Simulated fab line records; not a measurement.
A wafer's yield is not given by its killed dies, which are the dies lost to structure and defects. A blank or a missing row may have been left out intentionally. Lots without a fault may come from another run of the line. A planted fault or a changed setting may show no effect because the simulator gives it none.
fab line records	flow nand-harc
[record] lots = 24	wafers = 72	last-day = 33
route steps=1302 shown A_WL_FILL@958 A_CONTACT@997
lots that met no fault: from a run of the same line without faults
start-h: start of the lot's first displayed wafer, in hours after the record's first day	wait-h: hours elapsed since this lot's preceding step	" repeats the value in the row above	L1.1+2: a single row standing in for several wafers	- no value, or no start given	* or withheld: withheld	< > ~ a bound
route shown NAME@n: a module of which the file shows steps, and the number in the route of the first	usual: mean/standard deviation taken from wafers without a fault	same: alike in all rows	chamber/n: place in a boat	sites: per-site readings	_std_site: standard deviation of those values	_edge_site: the outer-site mean with the inner-site mean subtracted	radius-mm: for every site, how far away it sits from the centre of the wafer	mask NAME#n: copy n	behind: the last tool/chamber to shape the wafer	hold: cause of the lot's hold/its duration in hours/its outcome	device: whichever transistor did not switch (one of n, p or np)	end of line: at the end of the route, the tests of the same wafers	a step with no rows: only its recipe	killed: count of dies lost to structure and defects at first sort (not the wafer's yield)	map: shows each die of a wafer: x if killed, . if not, _ if none is there
set.NAME: the setting as run; set.NAME@STEP: as run at that earlier step	model.NAME: the simulator's own value behind a step, which no gauge read
route steps across a sampled set of lots; one table per step, one row per wafer
services: a tool's chamber out of use, with start hour (start-h, from the record's first day; less than 0 if before it), hours out, and reason
[[steps]]
[step NHARC_A_WL_FILL_ETCHBACK_05]
[recipe] target-depth-a = 220	time-s = 60	temp-c = 40	chemistry = Cl2/BCl3
[usual] drypump-motor-current-A = 5.9/0.57	oes-product-au = 0.993/0.011
lot.wafer	tool	chamber	start-h	wait-h	drypump-motor-current-A	oes-product-au	rf-hours-counter-h
L074.1	rie-metal-03	0	489.31	0.4	6.6	0.980	3.2
L074.3	"	0	"	"	6.6	0.979	-
L074.4	"	0	"	"	6.6	0.982	-
L077.2	rie-metal-03	0	497.38	0.3	6.5	0.987	-
L077.5	"	0	"	"	6.5	0.990	-
L077.6	"	0	"	"	6.5	0.989	-
L076.2	rie-metal-02	0	500.42	0.2	6.0	0.990	1.1
L076.3	"	0	"	"	6.0	0.990	-
L076.5	"	1	"	"	6.2	0.985	-
L075.2	rie-metal-02	1	502.84	0.3	6.3	0.973	1.3
L075.3	"	0	"	"	6.0	0.992	-
L075.6	"	1	"	"	6.3	0.988	-
L079.1	rie-metal-03	0	506.11	0.2	6.6	0.976	4.3
L079.5	"	0	"	"	6.6	0.984	-
L079.6	"	1	"	"	5.3	0.995	-
L078.2	rie-metal-01	0	523.94	0.2	5.4	0.995	2.1
L078.3	"	1	"	"	5.0	1.000	-
L078.6	"	0	"	"	5.4	1.002	-
L080.1	rie-metal-02	1	523.95	0.2	6.3	0.990	1.7
L080.2	"	0	"	"	6.0	1.008	1.7
L080.6	"	1	"	"	6.3	0.985	-
L082.1	rie-metal-02	1	549.83	0.2	6.3	0.983	1.9
L082.3	"	1	"	"	6.3	0.984	-
L082.6	"	1	"	"	6.3	0.982	-
L081.1	rie-metal-03	0	555.44	0.2	6.6	0.988	0.2
L081.3	"	1	"	"	5.3	0.995	-
L081.6	"	0	"	"	6.6	0.993	-
L084.2	rie-metal-02	1	570.88	0.2	6.3	0.986	2.2
L084.1	"	0	"	"	6.0	0.998	2.2
L084.3	"	0	"	"	6.0	1.000	-
L083.1	rie-metal-03	1	570.93	0.2	5.3	0.999	0.7
L083.6	"	1	"	"	5.3	0.996	-
L083.5	"	0	"	"	6.6	0.988	-
L085.1	rie-metal-03	1	583.06	0.2	5.3	0.996	1.0
L085.4	"	1	"	"	5.3	0.997	-
L085.6	"	0	"	"	6.6	1.005	-
L086.2	rie-metal-01	1	604.30	0.2	4.9	1.002	0.4
L086.4	"	1	"	"	4.9	0.996	-
L086.5	"	1	"	"	4.9	1.001	-
L087.2	rie-metal-03	1	609.48	0.2	5.3	0.988	1.4
L087.1	"	0	"	"	6.6	0.989	1.8
L087.4	"	0	"	"	6.6	0.987	-
L089.2	rie-metal-02	1	620.16	0.2	6.3	0.986	3.3
L089.1	"	0	"	"	6.0	0.993	3.3
L089.3	"	0	"	"	6.0	0.990	-
L088.3	rie-metal-03	1	620.34	0.1	5.3	0.998	-
L088.4	"	0	"	"	6.6	0.987	-
L088.6	"	0	"	"	6.6	0.994	-
L090.1	rie-metal-03	0	637.74	0.2	6.6	0.997	2.4
L090.6	"	1	"	"	5.3	0.984	-
L090.5	"	0	"	"	6.6	0.977	-
L093.2	rie-metal-03	0	655.24	0.2	6.6	0.976	2.7
L093.1	"	1	"	"	5.3	0.986	2.2
L093.5	"	0	"	"	6.6	0.980	-
L091.2	rie-metal-02	1	655.61	0.2	6.3	0.994	0.4
L091.5	"	1	"	"	6.3	0.989	-
L091.6	"	0	"	"	6.0	0.996	-
L094.2	rie-metal-03	0	660.63	0.2	6.6	0.981	2.9
L094.3	"	1	"	"	5.3	0.987	-
L094.5	"	1	"	"	5.3	0.993	-
L092.2	rie-metal-01	0	665.23	0.2	5.4	1.017	1.5
L092.3	"	0	"	"	5.4	1.016	-
L092.4	"	1	"	"	4.9	1.002	-
L095.1	rie-metal-01	0	683.40	0.2	5.5	1.011	1.9
L095.2	"	1	"	"	5.0	1.010	1.9
L095.3	"	0	"	"	5.4	1.006	-
L097.2	rie-metal-01	0	698.73	0.2	5.4	1.012	2.2
L097.4	"	0	"	"	5.5	1.010	-
L097.6	"	0	"	"	5.4	1.009	-
L096.1	rie-metal-02	0	699.08	0.2	6.0	0.999	1.0
L096.2	"	1	"	"	6.3	0.980	1.0
L096.4	"	1	"	"	6.3	0.987	-
[step NHARC_A_CONTACT_CD_MEAS_42]
[recipe] target-cd-nm = 300	landing-energy-ev = 500
[usual] cd-nm = 300.3/0.54
lot.wafer	tool	chamber	start-h	wait-h	cd-nm
L074.1	cd-sem-01	0	510.64	-	300.8
L074.3	"	0	"	"	299.5
L074.4	"	0	"	"	300.5
L077.2	cd-sem-02	0	522.22	-	301.8
L077.5	"	0	"	"	301.9
L077.6	"	0	"	"	301.2
L076.2	cd-sem-02	0	525.99	-	300.8
L076.3	"	0	"	"	300.2
L076.5	"	0	"	"	300.4
L075.2	cd-sem-01	0	526.36	-	300.5
L075.3	"	0	"	"	300.2
L075.6	"	0	"	"	300.5
L079.1	cd-sem-01	0	535.69	-	300.7
L079.5	"	0	"	"	300.1
L079.6	"	0	"	"	299.7
L078.2	cd-sem-03	0	550.68	-	301.3
L078.3	"	0	"	"	300.4
L078.6	"	0	"	"	299.9
L080.1	cd-sem-02	0	550.83	-	301.5
L080.2	"	0	"	"	300.8
L080.6	"	0	"	"	300.6
L082.1	cd-sem-01	0	575.38	-	300.8
L082.3	"	0	"	"	300.8
L082.6	"	0	"	"	300.5
L081.1	cd-sem-01	0	580.04	-	300.5
L081.3	"	0	"	"	300.4
L081.6	"	0	"	"	300.3
L084.1	cd-sem-03	0	595.97	-	300.4
L084.2	"	0	"	"	300.0
L084.3	"	0	"	"	299.9
L083.1	cd-sem-01	0	596.13	-	300.1
L083.5	"	0	"	"	299.6
L083.6	"	0	"	"	300.5
L085.1	cd-sem-03	0	611.63	-	300.6
L085.4	"	0	"	"	300.2
L085.6	"	0	"	"	301.4
L086.2	cd-sem-03	0	628.69	-	300.5
L086.4	"	0	"	"	299.8
L086.5	"	0	"	"	299.8
L087.1	cd-sem-03	0	635.87	-	299.9
L087.2	"	0	"	"	299.7
L087.4	"	0	"	"	301.0
L089.1	cd-sem-01	0	645.54	-	299.8
L089.2	"	0	"	"	300.9
L089.3	"	0	"	"	300.5
L088.3	cd-sem-01	0	646.11	-	300.8
L088.4	"	0	"	"	300.1
L088.6	"	0	"	"	300.8
L090.1	cd-sem-01	0	662.90	-	299.7
L090.5	"	0	"	"	299.4
L090.6	"	0	"	"	300.4
L093.1	cd-sem-01	0	678.61	-	299.9
L093.2	"	0	"	"	300.0
L093.5	"	0	"	"	300.4
L091.2	cd-sem-01	0	679.43	-	299.5
L091.5	"	0	"	"	299.6
L091.6	"	0	"	"	299.6
L092.2	cd-sem-03	0	688.16	-	300.1
L092.3	"	0	"	"	301.0
L092.4	"	0	"	"	300.8
L094.2	cd-sem-03	0	688.53	-	300.5
L094.3	"	0	"	"	300.8
L094.5	"	0	"	"	299.7
L095.1	cd-sem-01	0	706.21	-	299.9
L095.2	"	0	"	"	299.5
L095.3	"	0	"	"	299.3
L096.1	cd-sem-02	0	723.51	-	298.8
L096.2	"	0	"	"	300.0
L096.4	"	0	"	"	299.8
L097.2	cd-sem-01	0	727.75	-	300.9
L097.4	"	0	"	"	300.1
L097.6	"	0	"	"	300.1
[step NHARC_A_CONTACT_ETCH_114]
[recipe] source-w = withheld	pressure-mtorr = 20	bias-v = 3000	time-s = 190	target-depth-a = 18500	ar-flow-sccm = withheld	c4f8-flow-sccm = withheld	o2-flow-sccm = withheld	chemistry = C4F8/O2/Ar
lot.wafer	tool	chamber	start-h	wait-h	rf-hours-counter-h
L074.1	har-cap-etch-02	1	513.19	0.1	77
L074.3	"	1	"	"	-
L074.4	"	0	"	"	-
L077.2	har-cap-etch-01	0	524.80	0.1	3
L077.5	"	1	"	"	-
L077.6	"	0	"	"	-
L076.2	har-cap-etch-02	1	528.55	0.1	84
L076.3	"	0	"	"	-
L076.5	"	0	"	"	-
L075.2	har-cap-etch-01	1	529.33	0.1	5
L075.3	"	0	"	"	-
L075.6	"	0	"	"	-
L079.1	har-cap-etch-02	0	538.25	0.1	87
L079.6	"	0	"	"	-
L079.5	"	1	"	"	-
L078.2	har-cap-etch-01	0	553.43	0.1	12
L078.3	"	1	"	"	-
L078.6	"	1	"	"	-
L080.2	har-cap-etch-02	0	554.79	0.1	93
L080.1	"	1	"	"	93
L080.6	"	1	"	"	-
L082.1	har-cap-etch-02	0	577.93	0.1	97
L082.3	"	1	"	"	-
L082.6	"	0	"	"	-
L081.1	har-cap-etch-01	0	582.95	0.1	19
L081.3	"	0	"	"	-
L081.6	"	1	"	"	-
L083.1	har-cap-etch-02	0	598.66	0.1	101
L083.6	"	0	"	"	-
L083.5	"	1	"	"	-
L084.1	har-cap-etch-03	1	598.91	0.1	62
L084.2	"	0	"	"	62
L084.3	"	0	"	"	-
L085.1	har-cap-etch-01	1	614.20	0.1	24
L085.4	"	0	"	"	-
L085.6	"	1	"	"	-
L086.2	har-cap-etch-02	1	631.24	0.1	106
L086.4	"	1	"	"	-
L086.5	"	0	"	"	-
L087.2	har-cap-etch-01	1	638.85	0.1	28
L087.1	"	0	"	"	28
L087.4	"	1	"	"	-
L089.1	har-cap-etch-03	1	648.09	0.1	69
L089.2	"	0	"	"	69
L089.3	"	1	"	"	-
L088.4	har-cap-etch-01	0	649.45	0.1	-
L088.3	"	1	"	"	-
L088.6	"	1	"	"	-
L090.1	har-cap-etch-01	0	665.66	0.1	34
L090.5	"	0	"	"	-
L090.6	"	1	"	"	-
L093.1	har-cap-etch-01	0	681.21	0.1	37
L093.2	"	1	"	"	37
L093.5	"	0	"	"	-
L091.2	har-cap-etch-03	0	682.17	0.2	75
L091.6	"	0	"	"	-
L091.5	"	1	"	"	-
L092.2	har-cap-etch-01	0	690.86	0.1	39
L092.3	"	0	"	"	-
L092.4	"	1	"	"	-
L094.2	har-cap-etch-03	0	691.72	0.1	78
L094.3	"	1	"	"	-
L094.5	"	1	"	"	-
L095.1	har-cap-etch-02	0	708.77	0.1	122
L095.2	"	1	"	"	122
L095.3	"	0	"	"	-
L096.1	har-cap-etch-02	1	726.05	0.1	124
L096.2	"	0	"	"	124
L096.4	"	0	"	"	-
L097.2	har-cap-etch-01	1	730.50	0.2	47
L097.4	"	1	"	"	-
L097.6	"	1	"	"	-
[step NHARC_A_CONTACT_ETCH_116]
[recipe] source-w = withheld	pressure-mtorr = 20	bias-v = 3000	time-s = 190	target-depth-a = 18500	ar-flow-sccm = withheld	c4f8-flow-sccm = withheld	o2-flow-sccm = withheld	chemistry = C4F8/O2/Ar
lot.wafer	tool	chamber	start-h	wait-h	rf-hours-counter-h
L074.1	har-cap-etch-02	1	513.53	0.1	78
L074.3	"	1	"	"	-
L074.4	"	0	"	"	-
L077.2	har-cap-etch-01	0	525.14	0.1	3
L077.5	"	1	"	"	-
L077.6	"	0	"	"	-
L076.2	har-cap-etch-02	1	528.89	0.1	84
L076.3	"	0	"	"	-
L076.5	"	0	"	"	-
L075.2	har-cap-etch-01	1	529.67	0.1	5
L075.3	"	0	"	"	-
L075.6	"	0	"	"	-
L079.1	har-cap-etch-02	0	538.59	0.1	87
L079.6	"	0	"	"	-
L079.5	"	1	"	"	-
L078.2	har-cap-etch-01	0	553.77	0.1	13
L078.3	"	1	"	"	-
L078.6	"	1	"	"	-
L080.2	har-cap-etch-02	0	555.14	0.1	93
L080.1	"	1	"	"	93
L080.6	"	1	"	"	-
L082.1	har-cap-etch-02	0	578.27	0.1	97
L082.3	"	1	"	"	-
L082.6	"	0	"	"	-
L081.1	har-cap-etch-01	0	583.29	0.1	19
L081.3	"	0	"	"	-
L081.6	"	1	"	"	-
L083.1	har-cap-etch-02	0	599.01	0.1	101
L083.6	"	0	"	"	-
L083.5	"	1	"	"	-
L084.1	har-cap-etch-03	1	599.25	0.1	63
L084.2	"	0	"	"	63
L084.3	"	0	"	"	-
L085.1	har-cap-etch-01	1	614.55	0.1	24
L085.4	"	0	"	"	-
L085.6	"	1	"	"	-
L086.2	har-cap-etch-02	1	631.58	0.1	106
L086.4	"	1	"	"	-
L086.5	"	0	"	"	-
L087.2	har-cap-etch-01	1	639.19	0.1	28
L087.1	"	0	"	"	28
L087.4	"	1	"	"	-
L089.1	har-cap-etch-03	1	648.43	0.1	69
L089.2	"	0	"	"	69
L089.3	"	1	"	"	-
L088.4	har-cap-etch-01	0	649.80	0.1	-
L088.3	"	1	"	"	-
L088.6	"	1	"	"	-
L090.1	har-cap-etch-01	0	666.01	0.1	35
L090.5	"	0	"	"	-
L090.6	"	1	"	"	-
L093.1	har-cap-etch-01	0	681.55	0.1	37
L093.2	"	1	"	"	37
L093.5	"	0	"	"	-
L091.2	har-cap-etch-03	0	682.63	0.2	76
L091.6	"	0	"	"	-
L091.5	"	1	"	"	-
L092.2	har-cap-etch-01	0	691.20	0.1	39
L092.3	"	0	"	"	-
L092.4	"	1	"	"	-
L094.2	har-cap-etch-03	0	692.06	0.1	78
L094.3	"	1	"	"	-
L094.5	"	1	"	"	-
L095.1	har-cap-etch-02	0	709.11	0.1	122
L095.2	"	1	"	"	122
L095.3	"	0	"	"	-
L096.1	har-cap-etch-02	1	726.40	0.1	124
L096.2	"	0	"	"	124
L096.4	"	0	"	"	-
L097.2	har-cap-etch-01	1	730.95	0.2	48
L097.4	"	1	"	"	-
L097.6	"	1	"	"	-
[step NHARC_A_CONTACT_ETCH_117]
[recipe] source-w = withheld	pressure-mtorr = 20	bias-v = 3000	time-s = 190	target-depth-a = 18500	ar-flow-sccm = withheld	c4f8-flow-sccm = withheld	o2-flow-sccm = withheld	chemistry = C4F8/O2/Ar
lot.wafer	tool	chamber	start-h	wait-h	rf-hours-counter-h
L074.1	har-cap-etch-02	1	513.70	0.1	78
L074.3	"	1	"	"	-
L074.4	"	0	"	"	-
L077.2	har-cap-etch-01	0	525.31	0.1	3
L077.5	"	1	"	"	-
L077.6	"	0	"	"	-
L076.2	har-cap-etch-02	1	529.07	0.1	84
L076.3	"	0	"	"	-
L076.5	"	0	"	"	-
L075.2	har-cap-etch-01	1	529.84	0.1	6
L075.3	"	0	"	"	-
L075.6	"	0	"	"	-
L079.1	har-cap-etch-02	0	538.76	0.1	88
L079.6	"	0	"	"	-
L079.5	"	1	"	"	-
L078.2	har-cap-etch-01	0	553.94	0.1	13
L078.3	"	1	"	"	-
L078.6	"	1	"	"	-
L080.2	har-cap-etch-02	0	555.31	0.1	93
L080.1	"	1	"	"	93
L080.6	"	1	"	"	-
L082.1	har-cap-etch-02	0	578.44	0.1	97
L082.3	"	1	"	"	-
L082.6	"	0	"	"	-
L081.1	har-cap-etch-01	0	583.46	0.1	19
L081.3	"	0	"	"	-
L081.6	"	1	"	"	-
L083.1	har-cap-etch-02	0	599.18	0.1	101
L083.6	"	0	"	"	-
L083.5	"	1	"	"	-
L084.1	har-cap-etch-03	1	599.42	0.1	63
L084.2	"	0	"	"	63
L084.3	"	0	"	"	-
L085.1	har-cap-etch-01	1	614.72	0.1	24
L085.4	"	0	"	"	-
L085.6	"	1	"	"	-
L086.2	har-cap-etch-02	1	631.75	0.1	107
L086.4	"	1	"	"	-
L086.5	"	0	"	"	-
L087.2	har-cap-etch-01	1	639.37	0.1	28
L087.1	"	0	"	"	28
L087.4	"	1	"	"	-
L089.1	har-cap-etch-03	1	648.61	0.1	70
L089.2	"	0	"	"	70
L089.3	"	1	"	"	-
L088.4	har-cap-etch-01	0	649.97	0.1	-
L088.3	"	1	"	"	-
L088.6	"	1	"	"	-
L090.1	har-cap-etch-01	0	666.18	0.1	35
L090.5	"	0	"	"	-
L090.6	"	1	"	"	-
L093.1	har-cap-etch-01	0	681.72	0.1	37
L093.2	"	1	"	"	37
L093.5	"	0	"	"	-
L091.2	har-cap-etch-03	0	682.85	0.2	76
L091.6	"	0	"	"	-
L091.5	"	1	"	"	-
L092.2	har-cap-etch-01	0	691.37	0.1	39
L092.3	"	0	"	"	-
L092.4	"	1	"	"	-
L094.2	har-cap-etch-03	0	692.24	0.1	78
L094.3	"	1	"	"	-
L094.5	"	1	"	"	-
L095.1	har-cap-etch-02	0	709.28	0.1	122
L095.2	"	1	"	"	122
L095.3	"	0	"	"	-
L096.1	har-cap-etch-02	1	726.57	0.1	124
L096.2	"	0	"	"	124
L096.4	"	0	"	"	-
L097.2	har-cap-etch-01	1	731.18	0.2	48
L097.4	"	1	"	"	-
L097.6	"	1	"	"	-
[step NHARC_A_CONTACT_ETCH_102]
[recipe] target-depth-a = 1000	overetch-a = 100	time-s = 55	ion-energy-ev = 100	cf4-flow-sccm = 80	o2-flow-sccm = 20	ar-flow-sccm = 0	rf-w = 300	bias-w = 100	chemistry = CF4/O2
[usual] drypump-motor-current-A = 5.8/0.36	oes_o_777_au = 1.001/0.0045	oes-product-au = 1.001/0.0097	rf-vpp-V = 197.4/1.6	showerhead-plenum-p-Torr = 1.32/0.067	throttle-valve-pct = 13.398/0.0087
lot.wafer	tool	chamber	start-h	wait-h	drypump-motor-current-A	oes_o_777_au	oes-product-au	rf-hours-counter-h	rf-vpp-V	showerhead-plenum-p-Torr	throttle-valve-pct
L074.3	rie-diel-13	2	516.36	0.1	6.3	0.999	1.003	29	198.3	1.26	13.402
L074.1	"	3	"	"	5.8	0.999	0.985	28	198.0	1.32	13.387
L074.4	"	1	"	"	6.2	1.000	1.023	-	196.4	1.27	13.400
L077.2	rie-diel-13	0	528.76	0.1	5.4	1.000	0.994	0	201.1	1.45	13.395
L077.5	"	0	"	"	5.4	1.002	0.992	-	200.4	1.45	13.413
L077.6	"	1	"	"	6.2	0.997	1.026	-	196.3	1.27	13.383
L075.3	rie-diel-13	2	533.22	0.1	6.3	0.994	1.002	2	195.9	1.26	13.395
L075.2	"	3	"	"	5.8	1.006	0.998	1	197.7	1.32	13.394
L075.6	"	2	"	"	6.3	0.995	1.002	-	195.8	1.26	13.413
L076.3	rie-diel-13	2	534.68	0.1	6.3	1.000	0.994	2	195.0	1.26	13.405
L076.2	"	3	"	"	5.8	1.001	1.007	1	197.5	1.32	13.386
L076.5	"	0	"	"	5.4	1.004	0.997	-	201.1	1.45	13.398
L079.1	rie-diel-13	1	541.28	0.1	6.2	1.006	1.004	5	196.0	1.27	13.405
L079.6	"	0	"	"	5.4	0.998	1.000	-	199.0	1.44	13.401
L079.5	"	1	"	"	6.1	0.999	1.015	-	195.2	1.27	13.402
L078.2	rie-diel-13	0	556.45	0.0	5.4	1.002	0.994	9	200.1	1.44	13.394
L078.3	"	2	"	"	6.3	1.005	0.988	9	197.0	1.26	13.409
L078.6	"	0	"	"	5.4	0.996	1.002	-	200.2	1.44	13.404
L080.2	rie-diel-13	1	557.88	0.1	6.2	1.005	1.019	10	195.9	1.27	13.400
L080.1	"	2	"	"	6.3	0.997	0.986	9	196.7	1.26	13.382
L080.6	"	3	"	"	5.7	1.004	0.999	-	197.6	1.32	13.388
L082.1	rie-diel-13	2	581.05	0.0	6.3	0.993	0.993	13	197.8	1.26	13.401
L082.3	"	3	"	"	5.8	0.999	0.994	11	198.4	1.32	13.395
L082.6	"	2	"	"	6.3	1.002	0.988	-	196.8	1.26	13.398
L081.3	rie-diel-13	3	586.21	0.1	5.8	1.006	1.001	11	196.7	1.32	13.406
L081.1	"	1	"	"	6.2	1.005	1.011	15	194.3	1.27	13.400
L081.6	"	0	"	"	5.4	1.000	0.998	-	199.3	1.44	13.399
L083.1	rie-diel-08	0	601.74	0.1	5.3	0.999	0.998	22	196.9	1.24	13.392
L083.5	"	3	"	"	5.8	0.997	0.998	-	198.3	1.30	13.410
L083.6	"	0	"	"	5.3	0.998	1.003	-	196.4	1.24	13.386
L084.2	rie-diel-13	1	602.38	0.1	6.2	1.000	1.010	18	197.4	1.27	13.408
L084.1	"	3	"	"	5.8	1.013	0.993	15	197.3	1.32	13.409
L084.3	"	0	"	"	5.4	1.007	0.990	18	200.0	1.44	13.390
L085.4	rie-diel-08	3	617.38	0.1	5.8	1.004	0.990	16	197.3	1.30	13.385
L085.1	"	2	"	"	5.9	0.999	1.013	3	196.9	1.30	13.398
L085.6	"	0	"	"	5.3	1.008	1.003	-	195.5	1.24	13.382
L086.4	rie-diel-13	3	634.26	0.1	5.8	1.003	0.997	20	197.6	1.32	13.374
L086.2	"	2	"	"	6.3	1.004	0.988	22	195.4	1.26	13.424
L086.5	"	0	"	"	5.4	0.998	0.981	-	199.2	1.44	13.390
L087.2	rie-diel-13	1	641.88	0.1	6.2	1.004	1.003	24	196.3	1.26	13.389
L087.1	"	3	"	"	5.8	0.999	0.996	21	196.7	1.32	13.397
L087.4	"	0	"	"	5.4	0.995	0.990	24	199.7	1.44	13.395
L089.3	rie-diel-08	3	651.26	0.1	5.8	0.996	1.004	30	195.5	1.29	13.413
L089.2	"	1	"	"	5.8	0.999	1.009	40	198.7	1.32	13.403
L089.1	"	2	"	"	5.9	1.004	1.011	19	196.0	1.29	13.398
L088.4	rie-diel-04	1	652.42	0.1	5.5	1.003	1.017	39	196.4	1.29	13.413
L088.3	"	2	"	"	6.1	1.001	0.991	38	196.4	1.27	13.401
L088.6	"	1	"	"	5.5	1.001	1.011	-	196.1	1.29	13.404
L090.1	rie-diel-08	3	668.70	0.1	5.8	0.995	0.992	38	196.6	1.29	13.393
L090.5	"	1	"	"	5.8	1.007	1.000	-	196.7	1.32	13.390
L090.6	"	2	"	"	5.9	0.995	1.007	-	195.0	1.29	13.399
L093.2	rie-diel-13	3	684.23	0.0	5.8	1.002	1.007	29	197.7	1.32	13.379
L093.1	"	0	"	"	5.4	1.006	1.000	32	198.4	1.44	13.408
L093.5	"	3	"	"	5.8	0.998	1.005	-	196.7	1.32	13.402
L091.2	rie-diel-13	3	685.88	0.1	5.8	1.005	1.007	29	199.1	1.32	13.408
L091.5	"	0	"	"	5.4	0.999	1.004	-	200.2	1.44	13.412
L091.6	"	1	"	"	6.2	1.003	1.022	-	195.0	1.26	13.396
L092.2	rie-diel-04	2	693.88	0.1	6.1	1.003	0.995	54	195.8	1.27	13.407
L092.3	"	3	"	"	5.4	1.002	0.992	47	197.0	1.34	13.400
L092.4	"	0	"	"	5.2	0.990	1.010	52	199.2	1.39	13.393
L094.2	rie-diel-04	0	694.74	0.1	5.1	1.004	1.017	52	198.2	1.39	13.393
L094.3	"	3	"	"	5.4	1.006	1.003	47	198.2	1.34	13.404
L094.5	"	1	"	"	5.5	0.997	1.010	-	196.2	1.28	13.399
L095.2	rie-diel-08	2	711.82	0.0	5.9	1.006	1.007	42	196.5	1.29	13.397
L095.1	"	3	"	"	5.8	1.008	0.988	52	197.2	1.29	13.380
L095.3	"	0	"	"	5.2	1.002	1.008	57	195.2	1.23	13.406
L096.1	rie-diel-13	2	729.08	0.1	6.3	0.999	0.988	3	194.8	1.26	13.402
L096.4	"	3	"	"	5.7	1.002	0.998	3	196.7	1.32	13.399
L096.2	"	1	"	"	6.2	1.010	0.999	3	197.2	1.26	13.395
L097.4	rie-diel-13	3	734.20	0.1	5.8	0.997	0.992	4	197.0	1.32	13.407
L097.2	"	1	"	"	6.1	1.003	1.003	3	197.4	1.26	13.394
L097.6	"	3	"	"	5.8	1.001	0.997	-	198.1	1.32	13.409
[[services]]
tool	chamber	start-h	hours	kind
har-cap-etch-01	-	497.00	17.0	pm
har-cap-etch-01	0	497.00	17.0	vent-cycle
har-cap-etch-01	1	497.00	17.0	vent-cycle
rie-diel-13	-	519.29	9.0	pm
rie-metal-03	-	521.82	9.0	pm
rie-diel-04	-	532.03	9.0	pm
rie-diel-08	3	538.83	31.0	repair
rie-diel-08	-	545.11	9.0	pm
rie-diel-04	-	557.25	0.3	repair
rie-diel-08	2	560.10	45.4	repair
rie-metal-03	-	571.34	0.6	repair
rie-metal-01	-	575.00	9.0	pm
rie-metal-03	1	596.75	2.3	repair
rie-diel-04	2	613.68	4.1	repair
rie-metal-01	-	617.17	0.3	repair
rie-diel-13	1	618.92	4.5	repair
rie-metal-02	-	631.00	9.0	pm
rie-diel-08	1	681.62	4.2	repair
rie-metal-03	0	687.96	8.6	repair
rie-diel-13	-	696.40	9.0	pm
rie-metal-03	-	699.01	9.0	pm
rie-metal-02	0	716.96	4.8	repair
rie-diel-08	-	722.91	9.0	pm
rie-metal-03	1	730.42	2.2	repair
[[key]]
fault none
